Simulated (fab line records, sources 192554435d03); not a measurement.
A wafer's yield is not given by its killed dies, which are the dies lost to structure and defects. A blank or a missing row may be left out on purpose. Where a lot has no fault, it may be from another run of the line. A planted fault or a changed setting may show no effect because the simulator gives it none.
fab line records	flow n5Finfet
record lots=24	wafers=72	lastDay=19
route steps=1938 shown MOL_CONTACT_COAG@630 BEOL_M0_SAQP@636
lots that met no fault: from a run of the same line without faults
startH: the number of hours between the record's first day and the start of the first shown wafer of the lot	waitH: how many hours have passed since the lot's step before this one	" as in the row above	L1.1+2: several wafers, shown together as one row	- no value present, or no start provided	* or withheld: withheld	< > ~ a bound
route shown NAME@n: NAME is a module with steps in the file, n the number in the route of the first one	usual: mean and standard deviation over wafers with no fault	same: alike in all rows	chamber/n: place in a boat	sites: readings site by site	_std_site: their standard deviation	_edge_site: mean of outer sites minus mean of inner sites	radiusMm: for every site, how far away it sits from the centre of the wafer	mask NAME#n: copy n	behind: the most recent tool/chamber to have shaped the wafer	hold: reason for holding the lot/hours on hold/outcome of the hold	device: transistor that didn't switch, given as n, p or np	end of line: tests run on the same wafers once the route is complete	step lacking rows: just its recipe	killed: dies lost to structure and defects at the first sort, not the wafer's yield	map: the dies of a wafer, with x for killed, . for not killed, _ for no die there
set.NAME: the setting that was run; set.NAME@STEP: the one run at that earlier step	model.NAME: the simulator's own value behind a step, which no gauge read
a sample of lots followed through the steps of the route, with each step as a table and each wafer as a row
services: from which hour (startH, from the record's first day; less than 0 if before it) a tool's chamber was out of use, for how many hours, and why
## steps
# step N5_MOL_CONTACT_COAG_INSPECT_97
# recipe inspectInstrument=darkfield	mode=postAnneal
# usual rawDefectCount=48/19
lot.wafer	tool	chamber	startH	waitH	rawDefectCount
L074.2	defectInspect-02	-	105.48	0.1	38
L074.3	"	-	"	"	48
L074.5	"	-	"	"	26
L075.3	defectInspect-01	-	109.89	0.1	20
L075.4	"	-	"	"	55
L075.6	"	-	"	"	53
L076.1	defectInspect-01	-	126.27	0.0	31
L076.5	"	-	"	"	42
L076.6	"	-	"	"	19
L077.1	defectInspect-02	-	132.69	0.0	54
L077.2	"	-	"	"	34
L077.5	"	-	"	"	31
L078.2	defectInspect-01	-	135.75	0.1	76
L078.3	"	-	"	"	34
L078.6	"	-	"	"	48
L079.1	defectInspect-02	-	143.15	0.0	50
L079.2	"	-	"	"	39
L079.3	"	-	"	"	40
L080.1	defectInspect-02	-	146.21	0.0	43
L080.3	"	-	"	"	36
L080.4	"	-	"	"	48
L081.1	defectInspect-02	-	150.00	0.0	62
L081.2	"	-	"	"	25
L081.4	"	-	"	"	43
L082.1	defectInspect-02	-	153.89	0.0	63
L082.2	"	-	"	"	64
L082.5	"	-	"	"	59
L083.1	defectInspect-02	-	159.78	0.0	27
L083.2	"	-	"	"	35
L083.5	"	-	"	"	52
L084.2	defectInspect-01	-	167.26	0.1	60
L084.4	"	-	"	"	70
L084.6	"	-	"	"	66
L085.3	defectInspect-02	-	173.62	0.1	52
L085.5	"	-	"	"	60
L085.6	"	-	"	"	33
L086.1	defectInspect-01	-	182.59	0.0	111
L086.2	"	-	"	"	140
L086.4	"	-	"	"	60
L087.4	defectInspect-02	-	185.64	0.1	35
L087.5	"	-	"	"	37
L087.6	"	-	"	"	54
L088.1	defectInspect-02	-	192.03	0.0	38
L088.2	"	-	"	"	45
L088.4	"	-	"	"	43
L089.1	defectInspect-01	-	197.03	0.0	67
L089.3	"	-	"	"	43
L089.5	"	-	"	"	50
L090.1	defectInspect-01	-	200.03	0.0	27
L090.2	"	-	"	"	34
L090.4	"	-	"	"	31
L091.1	defectInspect-01	-	210.13	0.0	73
L091.3	"	-	"	"	39
L091.6	"	-	"	"	48
L092.3	defectInspect-02	-	216.13	0.1	51
L092.4	"	-	"	"	51
L092.5	"	-	"	"	39
L093.1	defectInspect-02	-	224.16	0.0	50
L093.3	"	-	"	"	68
L093.5	"	-	"	"	66
L094.1	defectInspect-01	-	228.17	0.0	87
L094.2	"	-	"	"	57
L094.5	"	-	"	"	59
L095.1	defectInspect-02	-	233.81	0.0	40
L095.5	"	-	"	"	39
L095.6	"	-	"	"	31
L096.3	defectInspect-02	-	241.54	0.1	58
L096.5	"	-	"	"	39
L096.6	"	-	"	"	26
L097.1	defectInspect-01	-	244.74	0.0	30
L097.3	"	-	"	"	40
L097.5	"	-	"	"	29
# step N5_BEOL_M0_SAQP_PECVD_96
# recipe material=a-Si	targetThkA=450	tempC=350	precursor=SiH4/He	pressureTorr=3	rfW=100	timeS=45.2
# usual heaterPowerW=644/87	showerheadPlenumPTorr=5.699/0.025	throttleValvePct=18.7/0.8
lot.wafer	tool	chamber	startH	waitH	heaterPowerW	showerheadPlenumPTorr	sinceWetCleanH	throttleValvePct
L074.2	pecvd-02	2	106.02	0.0	645	5.698	2079	19.2
L074.3	"	1	"	"	575	5.679	1354	19.4
L074.5	"	1	"	"	553	5.677	-	19.7
L075.3	pecvd-03	0	110.42	0.0	551	5.736	996	18.3
L075.4	"	2	"	"	661	5.682	-	17.4
L075.6	"	0	"	"	557	5.754	-	18.1
L076.1	pecvd-01	0	131.50	0.0	640	5.724	835	19.2
L076.5	"	0	"	"	631	5.739	-	19.2
L076.6	"	1	"	"	746	5.671	-	20.0
L077.1	pecvd-02	1	134.73	0.0	501	5.693	1382	19.6
L077.2	"	2	"	"	631	5.699	2107	19.1
L077.5	"	2	"	"	647	5.706	-	19.3
L078.2	pecvd-01	2	138.44	0.0	709	5.678	6	17.6
L078.3	"	1	"	"	754	5.662	1567	19.9
L078.6	"	0	"	"	570	5.734	-	19.0
L079.1	pecvd-01	2	145.57	0.0	769	5.667	13	17.4
L079.2	"	1	"	"	872	5.666	1574	20.2
L079.3	"	0	"	"	587	5.735	849	19.0
L080.1	pecvd-02	1	148.80	0.0	589	5.680	1396	19.3
L080.3	"	2	"	"	608	5.696	2121	19.1
L080.4	"	0	"	"	657	5.736	-	18.1
L081.1	pecvd-01	1	152.19	0.0	873	5.663	1581	19.9
L081.2	"	0	"	"	623	5.723	856	19.1
L081.4	"	1	"	"	860	5.680	-	19.9
L082.1	pecvd-03	1	156.49	0.0	565	5.697	1767	18.4
L082.2	"	2	"	"	643	5.695	258	17.2
L082.5	"	1	"	"	555	5.684	-	18.5
L083.1	pecvd-02	0	160.34	0.0	661	5.709	683	18.0
L083.2	"	1	"	"	583	5.678	1408	19.8
L083.5	"	1	"	"	598	5.678	-	19.3
L084.2	pecvd-02	0	171.38	0.0	683	5.739	694	18.0
L084.4	"	0	"	"	679	5.717	-	18.0
L084.6	"	1	"	"	557	5.688	-	19.3
L085.3	pecvd-02	1	174.89	0.0	516	5.682	1423	19.5
L085.5	"	0	"	"	656	5.726	-	18.1
L085.6	"	1	"	"	517	5.679	-	19.6
L086.1	pecvd-02	2	185.11	0.0	617	5.698	2158	19.3
L086.2	"	0	"	"	729	5.726	708	18.1
L086.4	"	2	"	"	624	5.704	-	19.1
L087.4	pecvd-01	1	186.57	0.0	841	5.666	-	19.5
L087.5	"	0	"	"	672	5.736	-	19.0
L087.6	"	2	"	"	711	5.669	-	17.5
L088.1	pecvd-03	0	192.78	0.0	576	5.752	1078	18.3
L088.2	"	1	"	"	500	5.691	1803	18.2
L088.4	"	2	"	"	625	5.675	-	17.4
L089.1	pecvd-03	0	197.82	0.0	599	5.731	1083	18.3
L089.3	"	2	"	"	613	5.680	299	17.3
L089.5	"	2	"	"	617	5.696	-	17.7
L090.1	pecvd-02	2	202.19	0.0	552	5.686	2175	19.1
L090.2	"	1	"	"	572	5.690	1450	19.4
L090.4	"	2	"	"	553	5.697	-	18.8
L091.1	pecvd-02	1	211.16	0.0	558	5.689	1459	19.2
L091.3	"	1	"	"	557	5.682	-	19.6
L091.6	"	0	"	"	635	5.719	-	18.1
L092.3	pecvd-01	1	217.19	0.0	814	5.643	1646	19.8
L092.4	"	1	"	"	817	5.655	-	19.9
L092.5	"	0	"	"	636	5.744	-	19.7
L093.1	pecvd-01	2	224.83	0.0	800	5.673	92	18.0
L093.3	"	0	"	"	626	5.730	929	19.5
L093.5	"	2	"	"	779	5.679	-	17.7
L094.1	pecvd-02	1	230.99	0.0	580	5.689	1479	19.4
L094.2	"	0	"	"	703	5.705	754	18.2
L094.5	"	0	"	"	705	5.717	-	18.3
L095.1	pecvd-02	1	235.16	0.0	574	5.685	1483	19.4
L095.5	"	0	"	"	687	5.711	-	18.1
L095.6	"	2	"	"	606	5.688	-	17.6
L096.3	pecvd-02	0	242.76	0.0	698	5.710	765	18.0
L096.5	"	0	"	"	679	5.729	-	18.3
L096.6	"	1	"	"	553	5.679	-	19.3
L097.1	pecvd-02	0	245.66	0.0	616	5.723	768	18.2
L097.3	"	1	"	"	541	5.681	1493	19.6
L097.5	"	2	"	"	632	5.684	-	17.6
# step N5_BEOL_M0_SAQP_PECVD_04
# recipe material=a-Si	targetThkA=600	tempC=350	precursor=SiH4/He	pressureTorr=3	rfW=100	timeS=60.2
# usual heaterPowerW=648/97	showerheadPlenumPTorr=5.700/0.024	throttleValvePct=18.7/0.79
lot.wafer	tool	chamber	startH	waitH	heaterPowerW	showerheadPlenumPTorr	sinceWetCleanH	throttleValvePct
L074.2	pecvd-02	2	106.11	0.0	631	5.708	2079	19.5
L074.3	"	1	"	"	604	5.698	1354	19.2
L074.5	"	1	"	"	597	5.694	-	19.5
L075.3	pecvd-03	0	110.50	0.0	576	5.751	996	18.3
L075.4	"	2	"	"	649	5.683	-	17.5
L075.6	"	0	"	"	576	5.759	-	18.4
L076.1	pecvd-01	0	131.62	0.0	570	5.724	836	19.1
L076.5	"	0	"	"	579	5.711	-	19.5
L076.6	"	1	"	"	861	5.665	-	19.9
L077.1	pecvd-02	1	134.82	0.0	539	5.693	1382	19.2
L077.2	"	2	"	"	603	5.701	2107	19.2
L077.5	"	2	"	"	621	5.688	-	19.2
L078.2	pecvd-01	2	138.53	0.0	803	5.659	6	17.9
L078.3	"	1	"	"	883	5.669	1567	19.8
L078.6	"	0	"	"	576	5.729	-	19.1
L079.1	pecvd-01	2	145.65	0.0	716	5.676	13	17.7
L079.2	"	1	"	"	865	5.678	1575	19.8
L079.3	"	0	"	"	562	5.741	850	19.0
L080.1	pecvd-02	1	148.89	0.0	584	5.681	1397	19.2
L080.3	"	2	"	"	589	5.698	2122	19.4
L080.4	"	0	"	"	672	5.730	-	18.0
L081.1	pecvd-01	1	152.28	0.0	816	5.655	1581	19.8
L081.2	"	0	"	"	591	5.725	856	18.7
L081.4	"	1	"	"	797	5.673	-	19.8
L082.1	pecvd-03	1	156.57	0.0	559	5.709	1767	18.1
L082.2	"	2	"	"	672	5.681	258	17.6
L082.5	"	1	"	"	561	5.699	-	18.3
L083.1	pecvd-02	0	160.43	0.0	700	5.732	683	18.1
L083.2	"	1	"	"	586	5.686	1408	19.6
L083.5	"	1	"	"	579	5.698	-	19.3
L084.2	pecvd-02	0	171.47	0.0	612	5.719	694	18.1
L084.4	"	0	"	"	618	5.720	-	18.2
L084.6	"	1	"	"	505	5.698	-	19.2
L085.3	pecvd-02	1	174.97	0.0	576	5.682	1423	19.3
L085.5	"	0	"	"	649	5.723	-	17.9
L085.6	"	1	"	"	591	5.696	-	19.3
L086.1	pecvd-02	2	185.20	0.0	632	5.702	2158	19.5
L086.2	"	0	"	"	713	5.727	708	18.2
L086.4	"	2	"	"	647	5.691	-	19.1
L087.4	pecvd-01	1	186.66	0.0	847	5.669	-	19.8
L087.5	"	0	"	"	644	5.720	-	19.4
L087.6	"	2	"	"	774	5.673	-	17.6
L088.1	pecvd-03	0	192.87	0.0	597	5.750	1078	18.2
L088.2	"	1	"	"	557	5.691	1803	18.1
L088.4	"	2	"	"	662	5.674	-	17.7
L089.1	pecvd-03	0	197.90	0.0	600	5.747	1083	18.5
L089.3	"	2	"	"	631	5.697	299	17.5
L089.5	"	2	"	"	660	5.680	-	17.5
L090.1	pecvd-02	2	202.27	0.0	602	5.696	2175	19.3
L090.2	"	1	"	"	516	5.673	1450	19.3
L090.4	"	2	"	"	612	5.694	-	19.2
L091.1	pecvd-02	1	211.29	0.0	567	5.690	1459	19.5
L091.3	"	1	"	"	574	5.686	-	19.1
L091.6	"	0	"	"	728	5.731	-	18.0
L092.3	pecvd-01	1	217.27	0.0	802	5.672	1646	19.8
L092.4	"	1	"	"	797	5.672	-	19.8
L092.5	"	0	"	"	651	5.721	-	19.3
L093.1	pecvd-01	2	224.91	0.0	784	5.675	92	17.7
L093.3	"	0	"	"	566	5.717	929	19.3
L093.5	"	2	"	"	775	5.665	-	17.7
L094.1	pecvd-02	1	231.12	0.0	500	5.693	1479	19.5
L094.2	"	0	"	"	640	5.738	754	18.3
L094.5	"	0	"	"	641	5.733	-	18.3
L095.1	pecvd-02	1	235.24	0.0	556	5.680	1483	19.3
L095.5	"	0	"	"	709	5.718	-	18.2
L095.6	"	2	"	"	672	5.715	-	17.4
L096.3	pecvd-02	0	242.84	0.0	675	5.709	765	18.1
L096.5	"	0	"	"	668	5.723	-	18.1
L096.6	"	1	"	"	528	5.697	-	19.3
L097.1	pecvd-02	0	245.74	0.0	604	5.732	768	18.4
L097.3	"	1	"	"	566	5.694	1493	19.5
L097.5	"	2	"	"	663	5.684	-	17.3
# step N5_BEOL_M0_SAQP_SPACER1_ALD_98
# recipe material=SiO2	targetThkA=128	tempC=300	aldPrecursorFamily=BDEAS	aldCoReactant=O2-plasma	pulseTimeS=1	purgeTimeS=2	coReactantPurgeTimeS=2	aldCycles=138	pressureTorr=2
# usual heaterPowerW=461/50	precursorPulseHeightRel=1.001/0.02
# same pulseTimeS=1
lot.wafer	tool	chamber	startH	waitH	heaterPowerW	precursorPulseHeightRel	sinceWetCleanH
L074.2	aldSin-04	3	107.54	0.3	414	0.995	7
L074.3	"	0	"	"	393	1.014	7
L074.5	"	2	"	"	557	1.020	-
L075.3	aldSin-01	1	112.06	0.1	466	1.003	103
L075.4	"	3	"	"	437	1.010	103
L075.6	"	3	"	"	440	0.987	-
L076.1	aldSin-01	3	133.22	0.3	436	1.060	124
L076.5	"	3	"	"	439	1.013	-
L076.6	"	0	"	"	430	0.998	-
L077.1	aldSin-02	0	136.25	0.3	455	0.974	323
L077.2	"	2	"	"	515	1.003	323
L077.5	"	3	"	"	474	1.004	-
L078.2	aldSin-02	3	139.96	0.3	471	0.999	327
L078.3	"	1	"	"	443	1.004	327
L078.6	"	2	"	"	514	1.024	-
L079.1	aldSin-01	3	147.28	0.3	435	0.959	138
L079.2	"	1	"	"	448	0.998	138
L079.3	"	0	"	"	428	0.975	138
L080.1	aldSin-04	0	150.71	0.4	405	0.987	50
L080.3	"	3	"	"	416	0.995	50
L080.4	"	1	"	"	480	1.007	50
L081.1	aldSin-04	1	154.00	0.4	485	1.006	54
L081.2	"	2	"	"	578	0.995	54
L081.4	"	3	"	"	412	1.019	-
L082.1	aldSin-01	1	158.32	0.5	465	0.979	150
L082.2	"	0	"	"	430	1.030	150
L082.5	"	1	"	"	449	0.981	-
L083.1	aldSin-04	2	162.84	1.1	566	0.993	62
L083.2	"	1	"	"	485	1.005	62
L083.5	"	3	"	"	413	1.009	-
L084.2	aldSin-04	0	173.04	0.3	397	1.000	73
L084.4	"	1	"	"	487	0.990	73
L084.6	"	2	"	"	566	1.015	-
L085.3	aldSin-02	1	176.69	0.3	447	1.008	364
L085.5	"	0	"	"	463	1.023	-
L085.6	"	1	"	"	445	1.003	-
L086.1	aldSin-01	0	187.24	0.6	427	1.008	178
L086.2	"	2	"	"	453	1.024	178
L086.4	"	1	"	"	458	0.987	178
L087.4	aldSin-01	2	188.06	0.1	465	0.999	179
L087.5	"	0	"	"	437	1.029	-
L087.6	"	3	"	"	448	1.006	-
L088.1	aldSin-04	1	194.48	0.3	472	0.988	94
L088.2	"	3	"	"	424	0.987	94
L088.4	"	0	"	"	394	0.989	94
L089.1	aldSin-04	1	199.77	0.5	487	0.987	99
L089.3	"	2	"	"	574	1.008	99
L089.5	"	3	"	"	410	0.992	-
L090.1	aldSin-04	0	205.82	2.4	394	0.983	105
L090.2	"	1	"	"	495	1.014	105
L090.4	"	2	"	"	574	0.971	105
L091.1	aldSin-01	2	213.25	0.6	460	1.007	204
L091.3	"	1	"	"	450	1.008	204
L091.6	"	1	"	"	468	1.001	-
L092.3	aldSin-04	1	219.20	0.5	477	0.981	119
L092.4	"	3	"	"	419	1.016	119
L092.5	"	0	"	"	394	1.011	-
L093.1	aldSin-04	0	226.62	0.3	396	1.000	126
L093.3	"	3	"	"	414	1.009	126
L093.5	"	3	"	"	426	0.970	-
L094.1	aldSin-01	1	232.71	0.3	469	0.983	224
L094.2	"	3	"	"	438	1.022	224
L094.5	"	0	"	"	433	1.002	-
L095.1	aldSin-04	3	237.19	0.4	423	0.992	137
L095.5	"	2	"	"	572	1.004	-
L095.6	"	3	"	"	419	0.969	-
L096.3	aldSin-02	3	244.71	0.1	494	0.980	54
L096.5	"	2	"	"	448	1.027	-
L096.6	"	1	"	"	460	1.009	-
L097.1	aldSin-02	3	247.31	0.3	488	0.980	56
L097.3	"	0	"	"	441	0.996	56
L097.5	"	1	"	"	458	0.980	-
# step N5_BEOL_M0_SAQP_RECESS_109
# recipe chemistry=HF/NH3	target=SiO2	targetDepthA=30	afsCycles=1	tempC=30	sublimationTempC=180	sublimationTimeS=60
# usual drypumpMotorCurrentA=5.7/0.62	sublimationTempC=180.04/0.15
lot.wafer	tool	chamber	startH	waitH	drypumpMotorCurrentA	sublimationTempC
L074.2	vaporEtch-02	0	109.19	0.0	5.7	179.72
L074.3	"	0	"	"	5.8	180.20
L074.5	"	1	"	"	4.8	179.93
L075.3	vaporEtch-02	0	114.20	0.1	5.8	179.84
L075.4	"	1	"	"	4.8	180.05
L075.6	"	0	"	"	5.8	180.12
L076.1	vaporEtch-02	0	134.88	0.0	5.7	179.93
L076.5	"	0	"	"	5.7	179.93
L076.6	"	1	"	"	4.8	180.07
L077.1	vaporEtch-01	0	137.79	0.0	6.0	180.10
L077.2	"	1	"	"	6.5	179.89
L077.5	"	0	"	"	6.0	180.18
L078.2	vaporEtch-02	0	141.50	0.0	5.7	180.09
L078.3	"	1	"	"	4.8	180.25
L078.6	"	0	"	"	5.7	180.34
L079.1	vaporEtch-02	0	149.18	0.0	5.7	179.96
L079.2	"	1	"	"	4.8	179.86
L079.3	"	0	"	"	5.8	179.98
L080.1	vaporEtch-01	0	152.25	0.0	6.0	179.96
L080.3	"	1	"	"	6.5	180.11
L080.4	"	0	"	"	5.9	180.12
L081.1	vaporEtch-01	0	155.54	0.0	6.0	180.23
L081.2	"	1	"	"	6.5	179.99
L081.4	"	0	"	"	6.0	180.00
L082.1	vaporEtch-02	0	160.10	0.0	5.7	179.83
L082.2	"	1	"	"	4.8	180.15
L082.5	"	0	"	"	5.7	180.03
L083.1	vaporEtch-01	1	164.77	0.0	6.5	180.25
L083.2	"	0	"	"	6.0	180.30
L083.5	"	1	"	"	6.6	180.38
L084.2	vaporEtch-01	1	174.58	0.0	6.5	180.27
L084.4	"	1	"	"	6.5	180.09
L084.6	"	1	"	"	6.5	180.08
L085.3	vaporEtch-01	1	178.27	0.1	6.5	180.09
L085.5	"	0	"	"	6.0	180.02
L085.6	"	1	"	"	6.5	180.12
L086.1	vaporEtch-02	1	188.82	0.0	4.8	179.87
L086.2	"	0	"	"	5.8	179.98
L086.4	"	0	"	"	5.8	180.18
L087.4	vaporEtch-02	1	189.67	0.1	4.8	179.73
L087.5	"	0	"	"	5.8	179.86
L087.6	"	1	"	"	4.8	180.02
L088.1	vaporEtch-01	0	196.28	0.1	6.0	180.08
L088.2	"	1	"	"	6.5	180.10
L088.4	"	0	"	"	6.0	180.06
L089.1	vaporEtch-02	0	201.76	0.0	5.8	180.05
L089.3	"	0	"	"	5.8	179.99
L089.5	"	1	"	"	4.8	180.21
L090.1	vaporEtch-01	0	207.80	0.4	6.0	180.04
L090.2	"	0	"	"	6.0	180.19
L090.4	"	0	"	"	6.0	180.26
L091.1	vaporEtch-02	0	215.16	0.0	5.7	179.80
L091.3	"	1	"	"	4.8	180.07
L091.6	"	0	"	"	5.7	179.93
L092.3	vaporEtch-02	1	221.48	0.3	4.8	180.13
L092.4	"	0	"	"	5.7	180.36
L092.5	"	0	"	"	5.8	180.27
L093.1	vaporEtch-02	1	228.29	0.0	4.8	179.74
L093.3	"	1	"	"	4.8	179.63
L093.5	"	1	"	"	4.8	179.94
L094.1	vaporEtch-01	1	234.40	0.0	6.5	180.17
L094.2	"	0	"	"	6.0	179.94
L094.5	"	1	"	"	6.5	179.90
L095.1	vaporEtch-02	1	238.98	0.0	4.8	180.10
L095.5	"	0	"	"	5.7	180.25
L095.6	"	1	"	"	4.8	179.92
L096.3	vaporEtch-01	1	246.29	0.1	6.5	180.16
L096.5	"	1	"	"	6.4	179.96
L096.6	"	0	"	"	6.0	179.86
L097.1	vaporEtch-01	0	249.00	0.0	6.0	180.14
L097.3	"	0	"	"	6.0	179.83
L097.5	"	1	"	"	6.5	179.84
# step N5_BEOL_M0_SAQP_ETCH_73
# recipe chemistry=CF4	target=SiARC	targetDepthA=195	maskMaterial=CAR-EUV	timeS=32.5	ionEnergyEv=80	pressureMtorr=40	sourceW=545	biasW=36	Ar_flow_sccm=100	cf4FlowSccm=100	ends=cleared
# usual biasW=35.99/0.11	drypumpMotorCurrentA=5.75/0.29	etchRfOnTimeS=32.7/1.1	oesProductAu=0.66/0.057	rfVppV=184.0/1.1	showerheadPlenumPTorr=2.13/0.072	throttleValvePct=15.62/0.26
lot.wafer	tool	chamber	startH	waitH	biasW	drypumpMotorCurrentA	etchRfOnTimeS	oesProductAu	rfHoursCounterH	rfVppV	showerheadPlenumPTorr	throttleValvePct
L074.2	rieDiel-01	2	110.58	0.0	36.13	5.67	31.9	0.62	189	185.5	2.20	15.74
L074.3	"	1	"	"	36.12	6.09	32.7	0.74	45	184.5	2.17	15.47
L074.5	"	2	"	"	35.97	5.66	32.2	0.62	-	186.4	2.20	15.72
L075.3	rieDiel-05	2	115.59	0.0	36.07	5.65	34.2	0.60	213	183.7	2.12	15.99
L075.4	"	3	"	"	35.95	5.77	31.2	0.75	66	182.1	2.09	15.23
L075.6	"	0	"	"	35.98	5.78	33.3	0.63	-	183.4	2.13	15.67
L076.1	rieDiel-01	1	136.25	0.0	36.02	6.09	32.9	0.72	52	185.1	2.17	15.49
L076.5	"	2	"	"	36.09	5.66	31.8	0.63	-	184.5	2.20	15.75
L076.6	"	3	"	"	35.87	5.86	31.4	0.60	-	183.5	2.21	15.71
L077.1	rieDiel-01	0	140.25	0.0	36.04	5.69	32.9	0.73	51	183.2	2.09	15.13
L077.2	"	1	"	"	35.81	6.09	32.8	0.72	53	184.8	2.17	15.47
L077.5	"	0	"	"	35.88	5.69	32.4	0.73	-	184.5	2.09	15.12
L078.2	rieDiel-01	0	143.31	0.0	35.99	5.67	32.6	0.73	53	184.0	2.09	15.13
L078.3	"	1	"	"	36.11	6.11	33.2	0.72	55	185.1	2.17	15.49
L078.6	"	1	"	"	36.20	6.10	33.0	0.73	-	185.1	2.17	15.49
L079.1	rieDiel-05	0	150.68	0.0	35.99	5.79	33.4	0.62	176	184.0	2.12	15.72
L079.2	"	2	"	"	36.10	5.67	35.1	0.58	224	183.7	2.12	16.01
L079.3	"	1	"	"	35.92	5.18	33.0	0.63	163	183.2	2.05	15.89
L080.1	rieDiel-05	0	153.84	0.0	35.93	5.78	33.1	0.63	176	182.8	2.12	15.71
L080.3	"	3	"	"	36.20	5.77	31.4	0.73	78	184.8	2.09	15.25
L080.4	"	2	"	"	36.04	5.67	34.7	0.58	225	184.7	2.11	16.02
L081.1	rieDiel-05	2	157.58	0.0	36.09	5.62	35.0	0.58	226	183.7	2.11	16.01
L081.2	"	3	"	"	35.75	5.76	30.9	0.74	79	182.9	2.09	15.25
L081.4	"	1	"	"	35.97	5.21	32.6	0.63	166	182.7	2.05	15.87
L082.1	rieDiel-06	3	162.73	0.0	35.88	5.44	33.6	0.72	42	184.7	2.28	15.64
L082.2	"	1	"	"	36.02	6.23	31.6	0.64	205	182.8	2.05	15.47
L082.5	"	2	"	"	35.92	6.04	32.8	0.64	-	182.2	2.06	15.62
L083.1	rieDiel-06	3	166.44	0.0	36.10	5.40	33.3	0.72	44	186.1	2.28	15.66
L083.2	"	1	"	"	36.04	6.27	31.2	0.64	206	183.5	2.05	15.48
L083.5	"	2	"	"	36.01	6.02	32.3	0.64	-	183.3	2.06	15.60
L084.2	rieDiel-06	0	175.95	0.0	35.83	5.91	32.0	0.65	146	184.5	2.24	15.69
L084.4	"	1	"	"	35.84	6.26	31.0	0.64	208	182.5	2.04	15.47
L084.6	"	1	"	"	35.93	6.25	30.8	0.65	-	183.8	2.04	15.49
L085.3	rieDiel-05	0	182.76	0.0	36.07	5.83	33.2	0.62	185	182.5	2.12	15.72
L085.5	"	1	"	"	36.03	5.17	33.1	0.61	-	184.0	2.05	15.91
L085.6	"	0	"	"	35.97	5.78	33.1	0.62	-	184.0	2.12	15.73
L086.1	rieDiel-01	2	190.34	0.0	35.95	5.65	32.3	0.61	208	185.7	2.19	15.77
L086.2	"	3	"	"	35.93	5.85	31.2	0.82	4	184.4	2.20	15.25
L086.4	"	1	"	"	35.73	6.14	32.7	0.71	70	184.8	2.16	15.52
L087.4	rieDiel-06	3	191.08	0.0	35.92	5.41	34.0	0.70	51	186.7	2.28	15.68
L087.5	"	3	"	"	35.94	5.40	33.9	0.70	-	184.3	2.28	15.69
L087.6	"	0	"	"	36.16	5.89	33.0	0.63	-	184.7	2.24	15.68
L088.1	rieDiel-01	2	198.01	0.0	36.05	5.66	32.7	0.61	211	185.2	2.19	15.79
L088.2	"	1	"	"	35.94	6.13	32.9	0.69	73	184.3	2.16	15.53
L088.4	"	0	"	"	35.90	5.70	32.8	0.71	-	183.9	2.08	15.16
L089.1	rieDiel-05	0	203.34	0.0	35.95	5.76	33.4	0.61	192	185.8	2.12	15.73
L089.3	"	3	"	"	35.92	5.74	31.1	0.72	92	183.1	2.09	15.29
L089.5	"	3	"	"	35.98	5.75	31.1	0.72	-	183.2	2.08	15.28
L090.1	rieDiel-01	1	209.42	0.0	36.07	6.11	32.9	0.70	77	184.5	2.16	15.54
L090.2	"	2	"	"	35.93	5.66	32.2	0.60	214	184.5	2.19	15.79
L090.4	"	3	"	"	36.02	5.85	31.2	0.82	7	184.5	2.20	15.24
L091.1	rieDiel-05	0	217.20	0.0	36.07	5.78	33.9	0.61	196	182.5	2.12	15.75
L091.3	"	2	"	"	36.12	5.67	35.4	0.57	241	185.5	2.11	16.05
L091.6	"	2	"	"	36.11	5.67	35.4	0.57	-	183.7	2.11	16.05
L092.3	rieDiel-05	1	222.94	0.0	36.18	5.20	33.4	0.61	186	183.5	2.04	15.93
L092.4	"	3	"	"	35.91	5.75	30.9	0.72	98	181.6	2.08	15.30
L092.5	"	2	"	"	36.00	5.67	35.5	0.57	-	183.5	2.11	16.06
L093.1	rieDiel-06	0	229.79	0.0	35.80	5.88	32.7	0.63	159	183.2	2.23	15.70
L093.3	"	3	"	"	35.90	5.42	33.4	0.69	61	185.3	2.27	15.70
L093.5	"	1	"	"	35.98	6.26	31.5	0.63	-	182.4	2.04	15.50
L094.1	rieDiel-05	2	236.46	0.0	35.97	5.64	35.5	0.57	247	184.4	2.11	16.05
L094.2	"	0	"	"	35.96	5.79	33.1	0.61	203	183.4	2.11	15.75
L094.5	"	2	"	"	35.81	5.61	35.5	0.56	-	182.8	2.11	16.06
L095.1	rieDiel-06	0	240.36	0.0	36.07	5.92	32.9	0.62	162	185.7	2.23	15.71
L095.5	"	1	"	"	35.98	6.24	31.6	0.62	-	183.8	2.04	15.52
L095.6	"	0	"	"	36.03	5.90	32.8	0.63	-	185.8	2.23	15.72
L096.3	rieDiel-05	3	247.96	0.0	35.76	5.77	30.7	0.71	107	184.5	2.08	15.31
L096.5	"	1	"	"	35.83	5.17	32.6	0.61	-	182.2	2.04	15.97
L096.6	"	3	"	"	35.89	5.76	31.0	0.72	-	183.8	2.08	15.30
L097.1	rieDiel-06	2	250.37	0.0	36.01	6.01	32.3	0.63	142	183.1	2.05	15.66
L097.3	"	1	"	"	36.14	6.26	31.4	0.63	229	181.6	2.04	15.52
L097.5	"	3	"	"	35.98	5.38	33.2	0.69	-	186.7	2.27	15.72
## services
tool	chamber	startH	hours	kind
aldSin-04	-	86.50	14.0	pm
rieDiel-05	2	86.52	6.5	repair
pecvd-02	-	92.64	0.8	repair
pecvd-01	2	99.15	4.5	repair
pecvd-01	-	99.70	0.3	repair
rieDiel-06	-	132.24	0.2	repair
rieDiel-01	2	137.63	13.2	repair
vaporEtch-01	-	139.94	2.8	pm
rieDiel-06	-	142.13	0.4	repair
rieDiel-01	3	145.39	3.7	repair
rieDiel-05	3	162.96	6.1	repair
rieDiel-05	2	176.92	13.9	repair
rieDiel-06	0	177.68	4.9	repair
aldSin-04	-	178.49	0.7	repair
rieDiel-06	-	185.73	0.7	repair
rieDiel-01	3	191.61	6.5	repair
pecvd-02	2	196.28	4.4	repair
vaporEtch-01	1	200.49	14.7	repair
rieDiel-01	1	226.27	14.9	repair
rieDiel-01	3	231.16	2.1	repair
aldSin-01	3	241.24	13.3	repair
pecvd-02	-	243.26	0.3	repair
rieDiel-01	1	243.55	4.0	repair
pecvd-03	-	246.62	0.8	repair
## key
fault none
